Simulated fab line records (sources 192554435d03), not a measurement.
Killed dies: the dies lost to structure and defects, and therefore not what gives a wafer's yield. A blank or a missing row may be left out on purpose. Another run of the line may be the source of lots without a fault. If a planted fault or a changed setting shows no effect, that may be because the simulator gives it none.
What tool caused it? || flow n5-finfet || 24 lots with 72 wafers sampled at 5 steps, on a route of 1938 steps

## WHAT EACH GAUGE READ, for each wafer
N5_BEOL_M4_THK_MEAS_01.
{"lot": "L075", "measured": "day 7 08:25", "on": "film-metro-01", "M4_ILD_THK (nm)": "77.2 78.3 79.2"}
{"lot": "L074", "measured": "day 7 09:42", "on": "film-metro-01", "M4_ILD_THK (nm)": "77.0 78.3 79.1"}
{"lot": "L076", "measured": "day 7 14:28", "on": "film-metro-01", "M4_ILD_THK (nm)": "78.9 80.8 80.3"}
{"lot": "L077", "measured": "day 8 07:44", "on": "film-metro-01", "M4_ILD_THK (nm)": "77.0 77.4 77.6"}
{"lot": "L078", "measured": "day 8 10:08", "on": "film-metro-02", "M4_ILD_THK (nm)": "77.7 77.4 78.3"}
{"lot": "L079", "measured": "day 8 15:05", "on": "film-metro-01", "M4_ILD_THK (nm)": "78.5 78.5 77.5"}
{"lot": "L080", "measured": "day 8 22:31", "on": "film-metro-01", "M4_ILD_THK (nm)": "77.7 78.0 79.6"}
{"lot": "L081", "measured": "day 9 08:55", "on": "film-metro-01", "M4_ILD_THK (nm)": "76.0 76.3 77.3"}
{"lot": "L083", "measured": "day 9 14:56", "on": "film-metro-01", "M4_ILD_THK (nm)": "77.9 79.5 79.6"}
{"lot": "L082", "measured": "day 9 13:02", "on": "film-metro-02", "M4_ILD_THK (nm)": "78.1 80.3 79.3"}
{"lot": "L084", "measured": "day 9 17:37", "on": "film-metro-02", "M4_ILD_THK (nm)": "77.1 78.3 79.8"}
{"lot": "L086", "measured": "day 10 05:39", "on": "film-metro-01", "M4_ILD_THK (nm)": "77.2 77.6 79.4"}
{"lot": "L087", "measured": "day 10 13:37", "on": "film-metro-02", "M4_ILD_THK (nm)": "77.8 78.2 79.2"}
{"lot": "L085", "measured": "day 10 16:31", "on": "film-metro-01", "M4_ILD_THK (nm)": "77.4 80.0 80.7"}
{"lot": "L088", "measured": "day 10 19:02", "on": "film-metro-01", "M4_ILD_THK (nm)": "78.2 78.3 78.8"}
{"lot": "L089", "measured": "day 11 06:06", "on": "film-metro-01", "M4_ILD_THK (nm)": "79.8 79.6 80.7"}
{"lot": "L090", "measured": "day 11 07:33", "on": "film-metro-02", "M4_ILD_THK (nm)": "78.0 79.5 79.8"}
{"lot": "L091", "measured": "day 11 16:22", "on": "film-metro-01", "M4_ILD_THK (nm)": "79.6 79.2 79.8"}
{"lot": "L093", "measured": "day 12 06:28", "on": "film-metro-02", "M4_ILD_THK (nm)": "79.2 79.2 79.9"}
{"lot": "L092", "measured": "day 12 18:30", "on": "film-metro-02", "M4_ILD_THK (nm)": "77.5 76.6 77.6"}
{"lot": "L094", "measured": "day 12 17:49", "on": "film-metro-01", "M4_ILD_THK (nm)": "78.4 79.8 80.4"}
{"lot": "L095", "measured": "day 13 02:30", "on": "film-metro-02", "M4_ILD_THK (nm)": "78.8 80.3 79.9"}
{"lot": "L096", "measured": "day 13 14:52", "on": "film-metro-01", "M4_ILD_THK (nm)": "78.9 79.9 79.0"}
{"lot": "L097", "measured": "day 13 21:47", "on": "film-metro-02", "M4_ILD_THK (nm)": "79.3 78.8 79.6"}

## EACH LOT AND THE TOOL THAT RAN IT (in order: tool; ch and the chambers of the sampled wafers; start)
{"lot": "L075", "N5_BEOL_M3_VIA_ETCH_34": "rie-diel-01 ch 1,3, day 7 03:32", "N5_BEOL_M3_DEGAS_44": "pvd-sputter-01, day 7 04:11", "N5_BEOL_M3_SPUTTER_48": "pvd-sputter-02, day 7 05:00", "N5_BEOL_M3_ANNEAL_87": "pvd-sputter-02, day 7 05:44"}
{"lot": "L074", "N5_BEOL_M3_VIA_ETCH_34": "rie-diel-02 ch 0,3, day 7 03:35", "N5_BEOL_M3_DEGAS_44": "pvd-sputter-02, day 7 04:16", "N5_BEOL_M3_SPUTTER_48": "pvd-sputter-01, day 7 06:29", "N5_BEOL_M3_ANNEAL_87": "pvd-sputter-01, day 7 07:14"}
{"lot": "L076", "N5_BEOL_M3_VIA_ETCH_34": "rie-diel-01 ch 1,2,3, day 7 09:41", "N5_BEOL_M3_DEGAS_44": "pvd-sputter-02, day 7 10:25", "N5_BEOL_M3_SPUTTER_48": "pvd-sputter-02, day 7 11:31", "N5_BEOL_M3_ANNEAL_87": "pvd-sputter-02, day 7 12:15"}
{"lot": "L077", "N5_BEOL_M3_VIA_ETCH_34": "rie-diel-01 ch 0,1,2, day 8 02:18", "N5_BEOL_M3_DEGAS_44": "pvd-sputter-01, day 8 02:57", "N5_BEOL_M3_SPUTTER_48": "pvd-sputter-02, day 8 04:25", "N5_BEOL_M3_ANNEAL_87": "pvd-sputter-02, day 8 05:10"}
{"lot": "L078", "N5_BEOL_M3_VIA_ETCH_34": "rie-diel-02 ch 0,1,2, day 8 06:00", "N5_BEOL_M3_DEGAS_44": "pvd-sputter-01, day 8 06:29", "N5_BEOL_M3_SPUTTER_48": "pvd-sputter-01, day 8 07:13", "N5_BEOL_M3_ANNEAL_87": "pvd-sputter-01, day 8 07:57"}
{"lot": "L079", "N5_BEOL_M3_VIA_ETCH_34": "rie-diel-01 ch 1,2,3, day 8 10:47", "N5_BEOL_M3_DEGAS_44": "pvd-sputter-02, day 8 11:34", "N5_BEOL_M3_SPUTTER_48": "pvd-sputter-02, day 8 12:08", "N5_BEOL_M3_ANNEAL_87": "pvd-sputter-02, day 8 12:53"}
{"lot": "L080", "N5_BEOL_M3_VIA_ETCH_34": "rie-diel-03 ch 0,1, day 8 17:56", "N5_BEOL_M3_DEGAS_44": "pvd-sputter-01, day 8 18:50", "N5_BEOL_M3_SPUTTER_48": "pvd-sputter-02, day 8 19:35", "N5_BEOL_M3_ANNEAL_87": "pvd-sputter-02, day 8 20:19"}
{"lot": "L081", "N5_BEOL_M3_VIA_ETCH_34": "rie-diel-01 ch 0,2,3, day 9 03:46", "N5_BEOL_M3_DEGAS_44": "pvd-sputter-03, day 9 04:37", "N5_BEOL_M3_SPUTTER_48": "pvd-sputter-03, day 9 05:22", "N5_BEOL_M3_ANNEAL_87": "pvd-sputter-03, day 9 06:06"}
{"lot": "L083", "N5_BEOL_M3_VIA_ETCH_34": "rie-diel-01 ch 0,3, day 9 06:27", "N5_BEOL_M3_DEGAS_44": "pvd-sputter-03, day 9 07:14", "N5_BEOL_M3_SPUTTER_48": "pvd-sputter-02, day 9 08:05", "N5_BEOL_M3_ANNEAL_87": "pvd-sputter-02, day 9 08:50"}
{"lot": "L082", "N5_BEOL_M3_VIA_ETCH_34": "rie-diel-01 ch 0,1,3, day 9 06:49", "N5_BEOL_M3_DEGAS_44": "pvd-sputter-03, day 9 07:24", "N5_BEOL_M3_SPUTTER_48": "pvd-sputter-01, day 9 10:04", "N5_BEOL_M3_ANNEAL_87": "pvd-sputter-01, day 9 10:49"}
{"lot": "L084", "N5_BEOL_M3_VIA_ETCH_34": "rie-diel-01 ch 0,1,3, day 9 13:26", "N5_BEOL_M3_DEGAS_44": "pvd-sputter-03, day 9 14:01", "N5_BEOL_M3_SPUTTER_48": "pvd-sputter-03, day 9 14:35", "N5_BEOL_M3_ANNEAL_87": "pvd-sputter-03, day 9 15:20"}
{"lot": "L086", "N5_BEOL_M3_VIA_ETCH_34": "rie-diel-01 ch 0,1,3, day 10 00:36", "N5_BEOL_M3_DEGAS_44": "pvd-sputter-02, day 10 01:20", "N5_BEOL_M3_SPUTTER_48": "pvd-sputter-01, day 10 02:43", "N5_BEOL_M3_ANNEAL_87": "pvd-sputter-01, day 10 03:27"}
{"lot": "L087", "N5_BEOL_M3_VIA_ETCH_34": "rie-diel-02 ch 0,1,2, day 10 07:51", "N5_BEOL_M3_DEGAS_44": "pvd-sputter-03, day 10 09:28", "N5_BEOL_M3_SPUTTER_48": "pvd-sputter-03, day 10 10:23", "N5_BEOL_M3_ANNEAL_87": "pvd-sputter-03, day 10 11:08"}
{"lot": "L085", "N5_BEOL_M3_VIA_ETCH_34": "rie-diel-03 ch 1,2, day 10 11:54", "N5_BEOL_M3_DEGAS_44": "pvd-sputter-03, day 10 12:47", "N5_BEOL_M3_SPUTTER_48": "pvd-sputter-01, day 10 13:34", "N5_BEOL_M3_ANNEAL_87": "pvd-sputter-01, day 10 14:19"}
{"lot": "L088", "N5_BEOL_M3_VIA_ETCH_34": "rie-diel-03 ch 1,2,3, day 10 14:48", "N5_BEOL_M3_DEGAS_44": "pvd-sputter-01, day 10 15:25", "N5_BEOL_M3_SPUTTER_48": "pvd-sputter-03, day 10 16:05", "N5_BEOL_M3_ANNEAL_87": "pvd-sputter-03, day 10 16:50"}
{"lot": "L089", "N5_BEOL_M3_VIA_ETCH_34": "rie-diel-01 ch 0,1, day 11 00:56", "N5_BEOL_M3_DEGAS_44": "pvd-sputter-03, day 11 02:03", "N5_BEOL_M3_SPUTTER_48": "pvd-sputter-02, day 11 02:53", "N5_BEOL_M3_ANNEAL_87": "pvd-sputter-02, day 11 03:38"}
{"lot": "L090", "N5_BEOL_M3_VIA_ETCH_34": "rie-diel-01 ch 1,3, day 11 03:14", "N5_BEOL_M3_DEGAS_44": "pvd-sputter-01, day 11 03:47", "N5_BEOL_M3_SPUTTER_48": "pvd-sputter-01, day 11 04:33", "N5_BEOL_M3_ANNEAL_87": "pvd-sputter-01, day 11 05:17"}
{"lot": "L091", "N5_BEOL_M3_VIA_ETCH_34": "rie-diel-01 ch 0,3, day 11 11:53", "N5_BEOL_M3_DEGAS_44": "pvd-sputter-03, day 11 12:31", "N5_BEOL_M3_SPUTTER_48": "pvd-sputter-01, day 11 13:22", "N5_BEOL_M3_ANNEAL_87": "pvd-sputter-01, day 11 14:07"}
{"lot": "L093", "N5_BEOL_M3_VIA_ETCH_34": "rie-diel-03 ch 0,3, day 12 01:19", "N5_BEOL_M3_DEGAS_44": "pvd-sputter-03, day 12 02:00", "N5_BEOL_M3_SPUTTER_48": "pvd-sputter-03, day 12 02:38", "N5_BEOL_M3_ANNEAL_87": "pvd-sputter-03, day 12 03:23"}
{"lot": "L092", "N5_BEOL_M3_VIA_ETCH_34": "rie-diel-03 ch 2,3, day 12 13:43", "N5_BEOL_M3_DEGAS_44": "pvd-sputter-03, day 12 14:19", "N5_BEOL_M3_SPUTTER_48": "pvd-sputter-02, day 12 15:34", "N5_BEOL_M3_ANNEAL_87": "pvd-sputter-02, day 12 16:18"}
{"lot": "L094", "N5_BEOL_M3_VIA_ETCH_34": "rie-diel-01 ch 0,2,3, day 12 13:43", "N5_BEOL_M3_DEGAS_44": "pvd-sputter-03, day 12 14:14", "N5_BEOL_M3_SPUTTER_48": "pvd-sputter-01, day 12 14:53", "N5_BEOL_M3_ANNEAL_87": "pvd-sputter-01, day 12 15:37"}
{"lot": "L095", "N5_BEOL_M3_VIA_ETCH_34": "rie-diel-03 ch 1,2,3, day 12 20:56", "N5_BEOL_M3_DEGAS_44": "pvd-sputter-01, day 12 21:45", "N5_BEOL_M3_SPUTTER_48": "pvd-sputter-03, day 12 23:32", "N5_BEOL_M3_ANNEAL_87": "pvd-sputter-03, day 13 00:16"}
{"lot": "L096", "N5_BEOL_M3_VIA_ETCH_34": "rie-diel-03 ch 0,1,3, day 13 10:12", "N5_BEOL_M3_DEGAS_44": "pvd-sputter-01, day 13 11:03", "N5_BEOL_M3_SPUTTER_48": "pvd-sputter-03, day 13 11:53", "N5_BEOL_M3_ANNEAL_87": "pvd-sputter-03, day 13 12:37"}
{"lot": "L097", "N5_BEOL_M3_VIA_ETCH_34": "rie-diel-01 ch 1,2, day 13 16:50", "N5_BEOL_M3_DEGAS_44": "pvd-sputter-03, day 13 18:07", "N5_BEOL_M3_SPUTTER_48": "pvd-sputter-03, day 13 18:51", "N5_BEOL_M3_ANNEAL_87": "pvd-sputter-03, day 13 19:35"}
- N5_BEOL_M3_VIA_ETCH_34: etches the open film in C4F6/O2, target depth 69.4 nm, time 65.9 s.
- N5_BEOL_M3_DEGAS_44: time 60 s.
- N5_BEOL_M3_SPUTTER_48: material Cu, target thk 4.5 nm, time 8.29 s.
- N5_BEOL_M3_ANNEAL_87: time 240 s.

## WHAT THE TOOLS THEMSELVES READ (means of the sampled wafers that have a number; where no wafer has one, the mark that the record gives instead)
N5_BEOL_M3_VIA_ETCH_34.
{"lot": "L075", "tool": "rie-diel-01", "O2_flow_sccm (sccm)": 9.973, "drypump-motor-current-A (A)": 6.6, "oes_ar_750_au (a.u.)": 0.72, "oes-product-au (a.u.)": 0.73, "rf-vpp-V (V)": 685, "showerhead-plenum-p-Torr (Torr)": 2.88, "throttle-valve-pct (%)": 30.8}
{"lot": "L074", "tool": "rie-diel-02", "O2_flow_sccm (sccm)": 9.987, "drypump-motor-current-A (A)": 5.3, "oes_ar_750_au (a.u.)": 0.86, "oes-product-au (a.u.)": 0.87, "rf-vpp-V (V)": 665, "showerhead-plenum-p-Torr (Torr)": 2.87, "throttle-valve-pct (%)": 30.9}
{"lot": "L076", "tool": "rie-diel-01", "O2_flow_sccm (sccm)": 10.015, "drypump-motor-current-A (A)": 6.3, "oes_ar_750_au (a.u.)": 0.71, "oes-product-au (a.u.)": 0.72, "rf-vpp-V (V)": 681, "showerhead-plenum-p-Torr (Torr)": 2.82, "throttle-valve-pct (%)": 30.8}
{"lot": "L077", "tool": "rie-diel-01", "O2_flow_sccm (sccm)": 9.980, "drypump-motor-current-A (A)": 6.0, "oes_ar_750_au (a.u.)": 0.77, "oes-product-au (a.u.)": 0.77, "rf-vpp-V (V)": 664, "showerhead-plenum-p-Torr (Torr)": 2.80, "throttle-valve-pct (%)": 30.6}
{"lot": "L078", "tool": "rie-diel-02", "O2_flow_sccm (sccm)": 9.985, "drypump-motor-current-A (A)": 5.7, "oes_ar_750_au (a.u.)": 0.76, "oes-product-au (a.u.)": 0.77, "rf-vpp-V (V)": 673, "showerhead-plenum-p-Torr (Torr)": 2.77, "throttle-valve-pct (%)": 30.7}
{"lot": "L079", "tool": "rie-diel-01", "O2_flow_sccm (sccm)": 10.014, "drypump-motor-current-A (A)": 6.3, "oes_ar_750_au (a.u.)": 0.71, "oes-product-au (a.u.)": 0.71, "rf-vpp-V (V)": 680, "showerhead-plenum-p-Torr (Torr)": 2.82, "throttle-valve-pct (%)": 30.8}
{"lot": "L080", "tool": "rie-diel-03", "O2_flow_sccm (sccm)": 9.984, "drypump-motor-current-A (A)": 5.7, "oes_ar_750_au (a.u.)": 0.74, "oes-product-au (a.u.)": 0.73, "rf-vpp-V (V)": 651, "showerhead-plenum-p-Torr (Torr)": 2.87, "throttle-valve-pct (%)": 31.3}
{"lot": "L081", "tool": "rie-diel-01", "O2_flow_sccm (sccm)": 9.986, "drypump-motor-current-A (A)": 6.0, "oes_ar_750_au (a.u.)": 0.77, "oes-product-au (a.u.)": 0.77, "rf-vpp-V (V)": 696, "showerhead-plenum-p-Torr (Torr)": 2.88, "throttle-valve-pct (%)": 30.8}
{"lot": "L083", "tool": "rie-diel-01", "O2_flow_sccm (sccm)": 9.996, "drypump-motor-current-A (A)": 5.9, "oes_ar_750_au (a.u.)": 0.82, "oes-product-au (a.u.)": 0.83, "rf-vpp-V (V)": 683, "showerhead-plenum-p-Torr (Torr)": 2.91, "throttle-valve-pct (%)": 30.5}
{"lot": "L082", "tool": "rie-diel-01", "O2_flow_sccm (sccm)": 9.987, "drypump-motor-current-A (A)": 6.3, "oes_ar_750_au (a.u.)": 0.77, "oes-product-au (a.u.)": 0.76, "rf-vpp-V (V)": 668, "showerhead-plenum-p-Torr (Torr)": 2.85, "throttle-valve-pct (%)": 30.6}
{"lot": "L084", "tool": "rie-diel-01", "O2_flow_sccm (sccm)": 10.006, "drypump-motor-current-A (A)": 6.3, "oes_ar_750_au (a.u.)": 0.77, "oes-product-au (a.u.)": 0.76, "rf-vpp-V (V)": 669, "showerhead-plenum-p-Torr (Torr)": 2.85, "throttle-valve-pct (%)": 30.6}
{"lot": "L086", "tool": "rie-diel-01", "O2_flow_sccm (sccm)": 10.003, "drypump-motor-current-A (A)": 6.2, "oes_ar_750_au (a.u.)": 0.76, "oes-product-au (a.u.)": 0.76, "rf-vpp-V (V)": 669, "showerhead-plenum-p-Torr (Torr)": 2.84, "throttle-valve-pct (%)": 30.6}
{"lot": "L087", "tool": "rie-diel-02", "O2_flow_sccm (sccm)": 10.000, "drypump-motor-current-A (A)": 5.7, "oes_ar_750_au (a.u.)": 0.75, "oes-product-au (a.u.)": 0.75, "rf-vpp-V (V)": 672, "showerhead-plenum-p-Torr (Torr)": 2.77, "throttle-valve-pct (%)": 30.7}
{"lot": "L085", "tool": "rie-diel-03", "O2_flow_sccm (sccm)": 10.013, "drypump-motor-current-A (A)": 5.6, "oes_ar_750_au (a.u.)": 0.72, "oes-product-au (a.u.)": 0.72, "rf-vpp-V (V)": 654, "showerhead-plenum-p-Torr (Torr)": 2.78, "throttle-valve-pct (%)": 31.1}
{"lot": "L088", "tool": "rie-diel-03", "O2_flow_sccm (sccm)": 10.022, "drypump-motor-current-A (A)": 5.4, "oes_ar_750_au (a.u.)": 0.71, "oes-product-au (a.u.)": 0.72, "rf-vpp-V (V)": 659, "showerhead-plenum-p-Torr (Torr)": 2.80, "throttle-valve-pct (%)": 30.9}
{"lot": "L089", "tool": "rie-diel-01", "O2_flow_sccm (sccm)": 9.997, "drypump-motor-current-A (A)": 6.2, "oes_ar_750_au (a.u.)": 0.75, "oes-product-au (a.u.)": 0.73, "rf-vpp-V (V)": 636, "showerhead-plenum-p-Torr (Torr)": 2.76, "throttle-valve-pct (%)": 30.4}
{"lot": "L090", "tool": "rie-diel-01", "O2_flow_sccm (sccm)": 10.030, "drypump-motor-current-A (A)": 6.6, "oes_ar_750_au (a.u.)": 0.70, "oes-product-au (a.u.)": 0.71, "rf-vpp-V (V)": 686, "showerhead-plenum-p-Torr (Torr)": 2.87, "throttle-valve-pct (%)": 30.8}
{"lot": "L091", "tool": "rie-diel-01", "O2_flow_sccm (sccm)": 9.998, "drypump-motor-current-A (A)": 6.3, "oes_ar_750_au (a.u.)": 0.75, "oes-product-au (a.u.)": 0.76, "rf-vpp-V (V)": 701, "showerhead-plenum-p-Torr (Torr)": 2.92, "throttle-valve-pct (%)": 30.8}
{"lot": "L093", "tool": "rie-diel-03", "O2_flow_sccm (sccm)": 10.035, "drypump-motor-current-A (A)": 5.3, "oes_ar_750_au (a.u.)": 0.71, "oes-product-au (a.u.)": 0.71, "rf-vpp-V (V)": 666, "showerhead-plenum-p-Torr (Torr)": 2.83, "throttle-valve-pct (%)": 30.8}
{"lot": "L092", "tool": "rie-diel-03", "O2_flow_sccm (sccm)": 10.007, "drypump-motor-current-A (A)": 5.1, "oes_ar_750_au (a.u.)": 0.81, "oes-product-au (a.u.)": 0.81, "rf-vpp-V (V)": 664, "showerhead-plenum-p-Torr (Torr)": 2.82, "throttle-valve-pct (%)": 30.5}
{"lot": "L094", "tool": "rie-diel-01", "O2_flow_sccm (sccm)": 9.982, "drypump-motor-current-A (A)": 6.0, "oes_ar_750_au (a.u.)": 0.84, "oes-product-au (a.u.)": 0.84, "rf-vpp-V (V)": 695, "showerhead-plenum-p-Torr (Torr)": 2.87, "throttle-valve-pct (%)": 30.7}
{"lot": "L095", "tool": "rie-diel-03", "O2_flow_sccm (sccm)": 10.005, "drypump-motor-current-A (A)": 5.3, "oes_ar_750_au (a.u.)": 0.80, "oes-product-au (a.u.)": 0.80, "rf-vpp-V (V)": 660, "showerhead-plenum-p-Torr (Torr)": 2.79, "throttle-valve-pct (%)": 30.7}
{"lot": "L096", "tool": "rie-diel-03", "O2_flow_sccm (sccm)": 9.999, "drypump-motor-current-A (A)": 5.4, "oes_ar_750_au (a.u.)": 0.81, "oes-product-au (a.u.)": 0.81, "rf-vpp-V (V)": 659, "showerhead-plenum-p-Torr (Torr)": 2.80, "throttle-valve-pct (%)": 30.8}
{"lot": "L097", "tool": "rie-diel-01", "O2_flow_sccm (sccm)": 9.986, "drypump-motor-current-A (A)": 6.3, "oes_ar_750_au (a.u.)": 0.98, "oes-product-au (a.u.)": 0.97, "rf-vpp-V (V)": 655, "showerhead-plenum-p-Torr (Torr)": 2.95, "throttle-valve-pct (%)": 30.6}

N5_BEOL_M3_DEGAS_44.
{"lot": "L075", "tool": "pvd-sputter-01", "heater-power-w (W)": 304}
{"lot": "L074", "tool": "pvd-sputter-02", "heater-power-w (W)": 352}
{"lot": "L076", "tool": "pvd-sputter-02", "heater-power-w (W)": 353}
{"lot": "L077", "tool": "pvd-sputter-01", "heater-power-w (W)": 321}
{"lot": "L078", "tool": "pvd-sputter-01", "heater-power-w (W)": 331}
{"lot": "L079", "tool": "pvd-sputter-02", "heater-power-w (W)": 346}
{"lot": "L080", "tool": "pvd-sputter-01", "heater-power-w (W)": 310}
{"lot": "L081", "tool": "pvd-sputter-03", "heater-power-w (W)": 337}
{"lot": "L083", "tool": "pvd-sputter-03", "heater-power-w (W)": 338}
{"lot": "L082", "tool": "pvd-sputter-03", "heater-power-w (W)": 333}
{"lot": "L084", "tool": "pvd-sputter-03", "heater-power-w (W)": 340}
{"lot": "L086", "tool": "pvd-sputter-02", "heater-power-w (W)": 331}
{"lot": "L087", "tool": "pvd-sputter-03", "heater-power-w (W)": 309}
{"lot": "L085", "tool": "pvd-sputter-03", "heater-power-w (W)": 349}
{"lot": "L088", "tool": "pvd-sputter-01", "heater-power-w (W)": 306}
{"lot": "L089", "tool": "pvd-sputter-03", "heater-power-w (W)": 314}
{"lot": "L090", "tool": "pvd-sputter-01", "heater-power-w (W)": 307}
{"lot": "L091", "tool": "pvd-sputter-03", "heater-power-w (W)": 335}
{"lot": "L093", "tool": "pvd-sputter-03", "heater-power-w (W)": 338}
{"lot": "L092", "tool": "pvd-sputter-03", "heater-power-w (W)": 322}
{"lot": "L094", "tool": "pvd-sputter-03", "heater-power-w (W)": 352}
{"lot": "L095", "tool": "pvd-sputter-01", "heater-power-w (W)": 305}
{"lot": "L096", "tool": "pvd-sputter-01", "heater-power-w (W)": 327}
{"lot": "L097", "tool": "pvd-sputter-03", "heater-power-w (W)": 316}

N5_BEOL_M3_SPUTTER_48.
{"lot": "L075", "tool": "pvd-sputter-02", "throttle-valve-pct (%)": 29.2}
{"lot": "L074", "tool": "pvd-sputter-01", "throttle-valve-pct (%)": 30.1}
{"lot": "L076", "tool": "pvd-sputter-02", "throttle-valve-pct (%)": 29.5}
{"lot": "L077", "tool": "pvd-sputter-02", "throttle-valve-pct (%)": 29.3}
{"lot": "L078", "tool": "pvd-sputter-01", "throttle-valve-pct (%)": 29.5}
{"lot": "L079", "tool": "pvd-sputter-02", "throttle-valve-pct (%)": 29.7}
{"lot": "L080", "tool": "pvd-sputter-02", "throttle-valve-pct (%)": 28.9}
{"lot": "L081", "tool": "pvd-sputter-03", "throttle-valve-pct (%)": 30.5}
{"lot": "L083", "tool": "pvd-sputter-02", "throttle-valve-pct (%)": 28.2}
{"lot": "L082", "tool": "pvd-sputter-01", "throttle-valve-pct (%)": 29.9}
{"lot": "L084", "tool": "pvd-sputter-03", "throttle-valve-pct (%)": 30.7}
{"lot": "L086", "tool": "pvd-sputter-01", "throttle-valve-pct (%)": 29.9}
{"lot": "L087", "tool": "pvd-sputter-03", "throttle-valve-pct (%)": 30.8}
{"lot": "L085", "tool": "pvd-sputter-01", "throttle-valve-pct (%)": 29.9}
{"lot": "L088", "tool": "pvd-sputter-03", "throttle-valve-pct (%)": 29.4}
{"lot": "L089", "tool": "pvd-sputter-02", "throttle-valve-pct (%)": 29.6}
{"lot": "L090", "tool": "pvd-sputter-01", "throttle-valve-pct (%)": 29.4}
{"lot": "L091", "tool": "pvd-sputter-01", "throttle-valve-pct (%)": 30.4}
{"lot": "L093", "tool": "pvd-sputter-03", "throttle-valve-pct (%)": 30.8}
{"lot": "L092", "tool": "pvd-sputter-02", "throttle-valve-pct (%)": 29.2}
{"lot": "L094", "tool": "pvd-sputter-01", "throttle-valve-pct (%)": 30.2}
{"lot": "L095", "tool": "pvd-sputter-03", "throttle-valve-pct (%)": 29.9}
{"lot": "L096", "tool": "pvd-sputter-03", "throttle-valve-pct (%)": 30.0}
{"lot": "L097", "tool": "pvd-sputter-03", "throttle-valve-pct (%)": 30.3}

N5_BEOL_M3_ANNEAL_87.
{"lot": "L075", "tool": "pvd-sputter-02", "heater-power-w (W)": 861}
{"lot": "L074", "tool": "pvd-sputter-01", "heater-power-w (W)": 813}
{"lot": "L076", "tool": "pvd-sputter-02", "heater-power-w (W)": 916}
{"lot": "L077", "tool": "pvd-sputter-02", "heater-power-w (W)": 900}
{"lot": "L078", "tool": "pvd-sputter-01", "heater-power-w (W)": 756}
{"lot": "L079", "tool": "pvd-sputter-02", "heater-power-w (W)": 837}
{"lot": "L080", "tool": "pvd-sputter-02", "heater-power-w (W)": 878}
{"lot": "L081", "tool": "pvd-sputter-03", "heater-power-w (W)": 816}
{"lot": "L083", "tool": "pvd-sputter-02", "heater-power-w (W)": 855}
{"lot": "L082", "tool": "pvd-sputter-01", "heater-power-w (W)": 806}
{"lot": "L084", "tool": "pvd-sputter-03", "heater-power-w (W)": 803}
{"lot": "L086", "tool": "pvd-sputter-01", "heater-power-w (W)": 784}
{"lot": "L087", "tool": "pvd-sputter-03", "heater-power-w (W)": 804}
{"lot": "L085", "tool": "pvd-sputter-01", "heater-power-w (W)": 753}
{"lot": "L088", "tool": "pvd-sputter-03", "heater-power-w (W)": 845}
{"lot": "L089", "tool": "pvd-sputter-02", "heater-power-w (W)": 825}
{"lot": "L090", "tool": "pvd-sputter-01", "heater-power-w (W)": 787}
{"lot": "L091", "tool": "pvd-sputter-01", "heater-power-w (W)": 823}
{"lot": "L093", "tool": "pvd-sputter-03", "heater-power-w (W)": 785}
{"lot": "L092", "tool": "pvd-sputter-02", "heater-power-w (W)": 864}
{"lot": "L094", "tool": "pvd-sputter-01", "heater-power-w (W)": 810}
{"lot": "L095", "tool": "pvd-sputter-03", "heater-power-w (W)": 814}
{"lot": "L096", "tool": "pvd-sputter-03", "heater-power-w (W)": 836}
{"lot": "L097", "tool": "pvd-sputter-03", "heater-power-w (W)": 843}

## THE ANSWER, worked out from the rows above alone
Rule: usual is defined by the lots themselves. Put in order of their means at a reading, lots are off if they are a third of the lots or fewer, leave a main group of 4 or more, and stand apart from it by a gap of 3 or more times the standard deviation of the main group's means; of several such gaps the widest counts. If all means in a main group match to the digits the tables above print for the reading, that group is not used. A lot without any number at a reading at which 4 lots or more have one is off too. All remaining lots with rows at the step are treated as sound. After the gauges, taken in route order, come the tools' own readings; for these a lot's mean is taken, as printed above. The first step at which some lot is off is used, and at that step the reading that is off furthest; a lot without a number counts as furthest.
Nothing can be told from this: no lot is off at any reading shown.

## WHAT HAD BEEN PUT IN BY THE SIMULATOR
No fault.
